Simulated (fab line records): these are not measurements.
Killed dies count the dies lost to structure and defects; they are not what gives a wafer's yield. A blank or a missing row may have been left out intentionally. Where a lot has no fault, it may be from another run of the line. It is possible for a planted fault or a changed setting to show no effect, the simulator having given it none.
Split-lot trial	flow n5 finfet	on a route of 1938 steps: 7 lots, 21 wafers read

THE SPLIT ITSELF
At N5_BEOL_M8_ETCH_65 (etches SiARC in CF4, target depth 15.6 nm, time 26 s), the setting source w was moved away from the recipe's 545 W on 8 of the 21 wafers read, by -15.0% to +17.9%. The other wafers ran this setting at the recipe's value.

The split's own step is where the reading is taken.

THE READING
rf vpp V, in V, at N5_BEOL_M8_ETCH_65 (etches SiARC in CF4, target depth 15.6 nm, time 26 s). A value of 184.0 V with a standard deviation of 1.1 V is what fault-free wafers of this fab line usually give.

wafer	tool, chamber at the split	source w as run, W	against the recipe	rf vpp V, V	against lot-mates on the recipe
L076.1	rie diel-01, 3	545	recipe	184.2	-
L076.3	rie diel-01, 2	545	recipe	183.9	-
L076.5	rie diel-01, 0	545	recipe	184.9	-
L080.2	rie diel-01, 3	509.2	-6.6%	189.4	+5.2
L080.4	rie diel-01, 2	545	recipe	184.2	-
L080.6	rie diel-01, 0	509.2	-6.6%	189.2	+5.0
L078.4	rie diel-05, 3	545	recipe	182.4	-
L078.5	rie diel-05, 0	545	recipe	184.4	-
L078.6	rie diel-05, 1	545	recipe	182.1	-
L081.4	rie diel-06, 1	545	recipe	185.3	-
L081.5	rie diel-06, 1	545	recipe	185.5	-
L081.6	rie diel-06, 0	493.2	-9.5%	189.6	+4.2
L084.1	rie diel-01, 3	545	recipe	182.9	-
L084.4	rie diel-01, 0	642.4	+17.9%	176.9	-6.0
L084.6	rie diel-01, 3	545	recipe	183.0	-
L086.2	rie diel-01, 1	606.4	+11.3%	176.5	-6.5
L086.5	rie diel-01, 3	606.4	+11.3%	178.7	-4.3
L086.6	rie diel-01, 2	545	recipe	183.0	-
L092.2	rie diel-05, 0	463	-15.0%	195.8	+11.1
L092.3	rie diel-05, 1	463	-15.0%	195.1	+10.4
L092.4	rie diel-05, 2	545	recipe	184.7	-

FIT RESULTS
A straight line over all 21 wafers: rf vpp V changes by -0.609 V for each +1% of source w; r = -0.96; the points scatter about the line by 1.5 V.
The same after taking each lot's own level away (the mean of its wafers on the recipe; 21 wafers): -0.543 V for each +1%; r = -0.96; scatter 1.3 V.
That fit puts the effect of the largest move of source w on the reading at 9.7 V.
Measured against the standard deviation above, the lots' own levels, which go from 182.95 to 185.40 V, span 2.2 times it.
So the slope is not independent of the lot-to-lot level: the two fits are not the same.
Check: for one of the wafers moved furthest among these (+17.9%), held out of the fit, the line's prediction against its lot-mates is -10.6 V. It came out at -6.05 V against them.
Tool readings at the split's step, against how far the setting was moved: etch rf on time s r = -0.91; rf vpp V r = -0.96.

FURTHER SPLITS ON THESE WAFERS
Other splits were also applied to these wafers ahead of the reading. Each is held against what the fit with the lots' levels taken away leaves over:
other split on the same wafers	wafers away from the commonest value	r with rf vpp V (lot level and that fit taken away)
N5_BEOL_M2_DESCUM_33 time s	9	-0.36
N5_BEOL_M2_VIA_ETCH_34 time s	7	+0.30
N5_BEOL_M3_COAT_05 spin rpm	5	-0.32
N5_BEOL_M5_TRENCH_ETCH_37 time s	8	+0.31
N5_BEOL_M5_ETCH_41 source w	9	+0.02
N5_BEOL_M7_TRENCH_ETCH_37 source w	7	-0.30
N5_BEOL_M8_EXPOSE_25 dose mj	5	-0.47

THE WHOLE CHAIN: every reading that the file lists as answering this split, in the file's order
step	what it does	reading	change (the file's fit)	r (the file's)
N5_BEOL_M8_ETCH_65	etches SiARC in CF4, target depth 15.6 nm, time 26 s	etch rf on time s	withheld for each +1% of the setting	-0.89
N5_BEOL_M8_ETCH_65	etches SiARC in CF4, target depth 15.6 nm, time 26 s	rf vpp V	-0.501 V for each +1% of the setting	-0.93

FILE'S OWN FIT
rf vpp V changes by -0.501 V for each +1% of source w, r = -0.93.
